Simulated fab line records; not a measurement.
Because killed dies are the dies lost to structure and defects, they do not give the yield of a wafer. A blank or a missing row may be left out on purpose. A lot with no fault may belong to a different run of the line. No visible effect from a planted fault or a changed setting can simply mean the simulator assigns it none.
Split-lot study -- flow n5Finfet -- 21 wafers read across 7 lots, on a route 1938 steps long

## THE SPLIT
At N5_BEOL_M5_EXPOSE_08 (exposes mask M5, target cd 28 nm), the setting doseMj was moved away from the recipe's 35.75 on 8 of the 21 wafers read, by -7.0% to +7.1%. For the rest of the wafers, this setting stayed at what the recipe calls for.

## FROM THE SPLIT TO THE READING: what the file shows between them, 19 steps
- N5_BEOL_M5_PEB_09: peb time 60 s
- N5_BEOL_M5_DEVELOP_10: develop time 30 s
- N5_BEOL_M5_CD_MEAS_11: target cd 27.74 nm
- N5_BEOL_M5_DESCUM_16: chemistry O2, time 7 s
- N5_BEOL_M5_ETCH_72: etches underlayer in N2/H2, target depth 6.5 nm, time 5.2 s
- N5_BEOL_M5_ETCH_61: etches SiARC in CF4, target depth 15.6 nm, time 26 s
- N5_BEOL_M5_STRIP_73: strips in N2/H2
- N5_BEOL_M5_STRIP_64: strips in CF4
- N5_BEOL_M5_HM_OPEN_17: chemistry Cl2/BCl3, target TiN, target depth 20 nm, overetch 6 nm
- N5_BEOL_M5_STRIP_19: strips in O2
- N5_BEOL_M5_CD_MEAS_18: pitch 56 nm, target cd 28 nm
- N5_BEOL_M5_COAT_65: time 60 s, resist thk 60 nm
- N5_BEOL_M5_COAT_66: time 60 s, resist thk 12 nm
- N5_BEOL_M5_DESCUM_33: chemistry O2, time 7 s
- N5_BEOL_M5_ETCH_75: etches underlayer in N2/H2, target depth 6.5 nm, time 5.2 s
- N5_BEOL_M5_ETCH_67: etches SiARC in CF4, target depth 15.6 nm, time 26 s
- N5_BEOL_M5_ETCH_68: etches SOC in N2/H2, target depth 80 nm, overetch 16 nm, time 120 s
- N5_BEOL_M5_PRECLEAN_42: cleans in residue remover, time 60 s
- N5_BEOL_M5_SRD_43: time 30 s

## THE READING
cdNm, in nm, at N5_BEOL_M5_CD_MEAS_35 (target cd 28 nm, target cd y 24 nm). Typical for fault-free wafers on this fab line: 27.96 nm, with standard deviation 0.29 nm.

wafer,"tool, chamber at the split",doseMj as run,against the recipe,"cdNm, nm",against lot-mates on the recipe
L077.3,"euvScanner-01, 0",33.23,-7.0%,26.06,-1.95
L077.5,"euvScanner-01, 0",33.23,-7.0%,25.98,-2.03
L077.6,"euvScanner-01, 0",35.75,recipe,28.01,-
L078.1,"euvScanner-01, 0",34.78,-2.7%,27.21,-0.93
L078.2,"euvScanner-01, 0",34.78,-2.7%,27.23,-0.91
L078.3,"euvScanner-01, 0",35.75,recipe,28.14,-
L083.4,"euvScanner-02, 0",38.29,+7.1%,29.51,+1.95
L083.5,"euvScanner-02, 0",35.75,recipe,27.67,-
L083.6,"euvScanner-02, 0",35.75,recipe,27.46,-
L086.1,"euvScanner-02, 0",35.75,recipe,28.16,-
L086.4,"euvScanner-02, 0",35.75,recipe,28.31,-
L086.5,"euvScanner-02, 0",35.75,recipe,27.76,-
L088.2,"euvScanner-01, 0",35.75,recipe,27.90,-
L088.3,"euvScanner-01, 0",33.63,-5.9%,26.36,-1.59
L088.5,"euvScanner-01, 0",35.75,recipe,27.99,-
L087.1,"euvScanner-01, 0",37.99,+6.3%,28.97,+0.93
L087.4,"euvScanner-01, 0",35.75,recipe,28.26,-
L087.6,"euvScanner-01, 0",35.75,recipe,27.81,-
L092.2,"euvScanner-02, 0",35.75,recipe,27.77,-
L092.3,"euvScanner-02, 0",38.07,+6.5%,28.61,+0.91
L092.5,"euvScanner-02, 0",35.75,recipe,27.63,-

FIT RESULTS
A straight line over all 21 wafers: cdNm changes by +0.219 nm for each +1% of doseMj; r = +0.95; the points scatter about the line by 0.28 nm.
The same after taking each lot's own level away (the mean of its wafers on the recipe; 21 wafers): +0.24 nm for each +1%; r = +0.96; scatter 0.25 nm.
On that fit, the largest move of doseMj shifts the reading by 1.7 nm.
The span of the lots' own levels, 27.565 to 28.140 nm, comes to 2.0 times the standard deviation stated above.
So the lot-to-lot level changes the slope little: the two slopes agree.
Check: with one of the wafers moved furthest among these (+7.1%) left out of the fit, the line predicts +1.48 nm for it against its lot-mates. Against them it came out at +1.95 nm.

## THE WHOLE CHAIN: every reading that the file lists as answering this split, in the file's order
step,what it does,reading,change (the file's fit),r (the file's)
N5_BEOL_M5_CD_MEAS_11,target cd 27.74 nm,cdNm,+0.272 nm for each +1% of the setting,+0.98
N5_BEOL_M5_DESCUM_16,"chemistry O2, time 7 s","BEOL_M5.cdNm (the simulator's own value, which no gauge read)",+0.228 nm for each +1% of the setting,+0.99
N5_BEOL_M5_HM_OPEN_17,"chemistry Cl2/BCl3, target TiN, target depth 20 nm, overetch 6 nm","BEOL_M5.cdNm (the simulator's own value, which no gauge read)",+0.219 nm for each +1% of the setting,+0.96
N5_BEOL_M5_CD_MEAS_18,"pitch 56 nm, target cd 28 nm",cdNm,+0.204 nm for each +1% of the setting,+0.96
N5_BEOL_M5_ETCH_75,"etches underlayer in N2/H2, target depth 6.5 nm, time 5.2 s","BEOL_M5.cdNm (the simulator's own value, which no gauge read)",+0.236 nm for each +1% of the setting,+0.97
N5_BEOL_M5_CD_MEAS_35,"target cd 28 nm, target cd y 24 nm",cdNm,+0.23 nm for each +1% of the setting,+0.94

## FILE'S OWN FIT
cdNm changes by +0.23 nm for each +1% of doseMj, r = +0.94.
